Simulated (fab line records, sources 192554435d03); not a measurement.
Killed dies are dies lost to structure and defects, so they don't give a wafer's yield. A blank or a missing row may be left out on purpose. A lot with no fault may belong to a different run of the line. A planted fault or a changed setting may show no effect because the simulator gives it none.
Which tool did it?	flow n5-finfet	31 wafers from 11 lots sampled at 4 of the route's 1938 steps

## WHAT THE GAUGES READ, wafer by wafer
Not one reading of a measure or inspect step in the record can be checked against a usual standard deviation.

## TOOL THAT RAN EACH LOT (tool first, then ch and the chambers of the sampled wafers, then the start)
lot	N5_BEOL_M5_TRENCH_ETCH_37	N5_BEOL_M5_ANNEAL_49	N5_BEOL_M5_SPUTTER_81	N5_BEOL_M5_CMP_52
L780	rie-diel-02 ch 0,1,2, day 8 07:37 or earlier	pvd-sputter-02, day 8 07:37	pvd-sputter-02, day 8 11:00	cmp-04 ch 0,3, day 8 15:25
L782	rie-diel-06 ch 0,1,2, day 8 14:58 or earlier	pvd-sputter-01, day 8 14:58	pvd-sputter-01, day 8 15:58	cmp-01 ch 0,1,2, day 8 21:09
L785	rie-diel-02 ch 0,1,2, day 9 16:23 or earlier	pvd-sputter-03, day 9 16:23	pvd-sputter-03, day 9 17:24	cmp-04 ch 0,2,3, day 9 22:13
L789	rie-diel-06 ch 0,3, day 10 13:11 or earlier	pvd-sputter-03, day 10 13:11	pvd-sputter-03, day 10 13:44	cmp-04 ch 2,3, day 10 17:37
L788	rie-diel-06 ch 0,1,2, day 10 13:21 or earlier	pvd-sputter-02, day 10 13:21	pvd-sputter-02, day 10 14:22	cmp-01 ch 2,3, day 10 18:07
L791	rie-diel-04 ch 1,2, day 11 01:20 or earlier	pvd-sputter-02, day 11 01:20	pvd-sputter-02, day 11 02:21	cmp-02 ch 0,2, day 11 06:11
L793	rie-diel-06 ch 0,1,2, day 11 20:31 or earlier	pvd-sputter-02, day 11 20:31	pvd-sputter-02, day 11 21:31	cmp-02 ch 0,3, day 12 05:28
L796	rie-diel-04 ch 2,3, day 13 05:02 or earlier	pvd-sputter-02, day 13 05:02	pvd-sputter-02, day 13 06:02	cmp-01 ch 0,2, day 13 09:48
L801	rie-diel-04 ch 0,1,3, day 14 03:19 or earlier	pvd-sputter-01, day 14 03:19	pvd-sputter-01, day 14 04:19	cmp-04 ch 0,1, day 14 09:02
L803	rie-diel-04 ch 0,1,3, day 14 12:05 or earlier	pvd-sputter-01, day 14 12:05	pvd-sputter-01, day 14 13:05	cmp-04 ch 1,2,3, day 14 16:51
L802	rie-diel-02 ch 0,1,3, day 14 14:31 or earlier	pvd-sputter-03, day 14 14:31	pvd-sputter-03, day 14 15:31	cmp-04 ch 0,1,3, day 14 19:19
- N5_BEOL_M5_TRENCH_ETCH_37: etches SiCOH lowk in C4F6/O2, target depth 71.652 nm, time 24.7 s.
- N5_BEOL_M5_ANNEAL_49: time 1800 s.
- N5_BEOL_M5_SPUTTER_81: material Cu, target thk 15 nm, time 27.62 s.
- N5_BEOL_M5_CMP_52: polishes, stops on SiCOH lowk, t overpolish 6.9 s, target thk 62 nm.

## AS READ BY THE TOOLS THEMSELVES (means over the sampled wafers that have a number; for cases with no such wafer, the mark the record gives instead)
N5_BEOL_M5_TRENCH_ETCH_37. Usual: drypump-motor-current-A 5.7 A, standard deviation 0.55; oes_f_703_au 0.77 a.u., standard deviation 0.094; oes-product-au 0.76 a.u., standard deviation 0.094; rf-vpp-V 657 V, standard deviation 15; showerhead-plenum-p-Torr 2.87 Torr, standard deviation 0.091; throttle-valve-pct 20.77 %, standard deviation 0.25.
lot	tool	drypump-motor-current-A (A)	oes_f_703_au (a.u.)	oes-product-au (a.u.)	rf-vpp-V (V)	showerhead-plenum-p-Torr (Torr)	throttle-valve-pct (%)	flag
L780	rie-diel-02	5.9	0.82	0.81	661	2.84	20.60	
L782	rie-diel-06	5.9	0.81	0.81	663	2.87	20.88	
L785	rie-diel-02	5.9	0.82	0.79	662	2.84	20.61	
L789	rie-diel-06	5.6	0.73	0.71	666	2.81	20.93	
L788	rie-diel-06	5.8	0.80	0.79	662	2.87	20.90	
L791	rie-diel-04	5.6	0.73	0.71	660	2.92	20.66	
L793	rie-diel-06	5.8	0.79	0.79	662	2.86	20.91	
L796	rie-diel-04	5.2	0.81	0.78	655	2.93	20.66	
L801	rie-diel-04	5.8	0.78	0.78	658	2.96	20.74	
L803	rie-diel-04	5.8	0.77	0.77	657	2.96	20.74	
L802	rie-diel-02	6.0	0.84	0.83	664	2.85	20.52	

N5_BEOL_M5_ANNEAL_49. Usual: heater-power-w at 913 W, with a standard deviation of 88.
lot	tool	heater-power-w (W)	flag
L780	pvd-sputter-02	807	
L782	pvd-sputter-01	923	
L785	pvd-sputter-03	872	
L789	pvd-sputter-03	820	
L788	pvd-sputter-02	890	
L791	pvd-sputter-02	975	
L793	pvd-sputter-02	892	
L796	pvd-sputter-02	864	
L801	pvd-sputter-01	927	
L803	pvd-sputter-01	990	
L802	pvd-sputter-03	854	

N5_BEOL_M5_SPUTTER_81. Usual: chamber-pressure-pa 0.07001 Pa, standard deviation 0.00012; throttle-valve-pct 30.1 %, standard deviation 0.85.
lot	tool	chamber-pressure-pa (Pa)	throttle-valve-pct (%)	flag
L780	pvd-sputter-02	0.07008	30.0	
L782	pvd-sputter-01	0.06997	29.3	
L785	pvd-sputter-03	0.07008	30.4	
L789	pvd-sputter-03	0.06989	30.2	
L788	pvd-sputter-02	0.07006	29.9	
L791	pvd-sputter-02	0.07021	30.2	
L793	pvd-sputter-02	0.07102	29.8	OFF
L796	pvd-sputter-02	0.07191	29.4	OFF
L801	pvd-sputter-01	0.07001	29.3	
L803	pvd-sputter-01	0.06992	29.9	
L802	pvd-sputter-03	0.07002	30.7	

N5_BEOL_M5_CMP_52. Usual: barrier-field-endpoint-s 24.1 s, standard deviation 0.77; clearing-platen-down-force-psi 1.500 psi, standard deviation 0.0031; motor-current-A 6.2 A, standard deviation 0.73; overpolish-run-s 6.900 s, standard deviation 0.0087; time-to-endpoint-s 61 s, standard deviation 4.5.
lot	tool	barrier-field-endpoint-s (s)	clearing-platen-down-force-psi (psi)	motor-current-A (A)	overpolish-run-s (s)	time-to-endpoint-s (s)	flag
L780	cmp-04	25.1	1.503	7.1	6.903	67	
L782	cmp-01	23.9	1.500	5.9	6.897	59	
L785	cmp-04	25.3	1.500	6.8	6.904	68	
L789	cmp-04	25.1	1.499	7.2	6.909	66	
L788	cmp-01	24.0	1.505	6.1	6.898	63	
L791	cmp-02	24.1	1.506	6.3	6.909	60	
L793	cmp-02	23.7	1.500	7.1	6.900	59	
L796	cmp-01	23.5	1.499	5.7	6.904	58	
L801	cmp-04	23.8	1.499	5.3	6.903	63	
L803	cmp-04	23.8	1.500	6.5	6.904	62	
L802	cmp-04	24.3	1.500	6.2	6.897	62	

## THE ANSWER, worked out from the rows above alone
Rule: take the mean of a lot's wafers that have a number; if it is more than 3 standard deviations from the usual mean, the lot is off. Also off: a lot with no number at a reading for which 4 or more lots have one. Any other lot the step has rows for is counted as sound. First the gauges in route order, then the tools' own readings, where a lot's mean is used as printed above. The first step at which some lot is off is used, and at that step the reading that is off furthest; a lot without a number counts as furthest.
Off, at N5_BEOL_M5_SPUTTER_81 on chamber-pressure-pa: L793, L796.
If a tool, at that step or one of the process steps before it, ran each lot that is off and ran no sound lot following the first of them, it fits. N5_BEOL_M5_TRENCH_ETCH_37: start missing for some lots; hours and lot order therefore follow N5_BEOL_M5_ANNEAL_49. One fits: pvd-sputter-02 at N5_BEOL_M5_ANNEAL_49 and N5_BEOL_M5_SPUTTER_81. At N5_BEOL_M5_ANNEAL_49 its last sound lot is L791 (day 11 01:20), its first lot that is off L793 (day 11 20:31): a fault that began between those two fits.

## WHAT THE SIMULATOR HAD PUT IN
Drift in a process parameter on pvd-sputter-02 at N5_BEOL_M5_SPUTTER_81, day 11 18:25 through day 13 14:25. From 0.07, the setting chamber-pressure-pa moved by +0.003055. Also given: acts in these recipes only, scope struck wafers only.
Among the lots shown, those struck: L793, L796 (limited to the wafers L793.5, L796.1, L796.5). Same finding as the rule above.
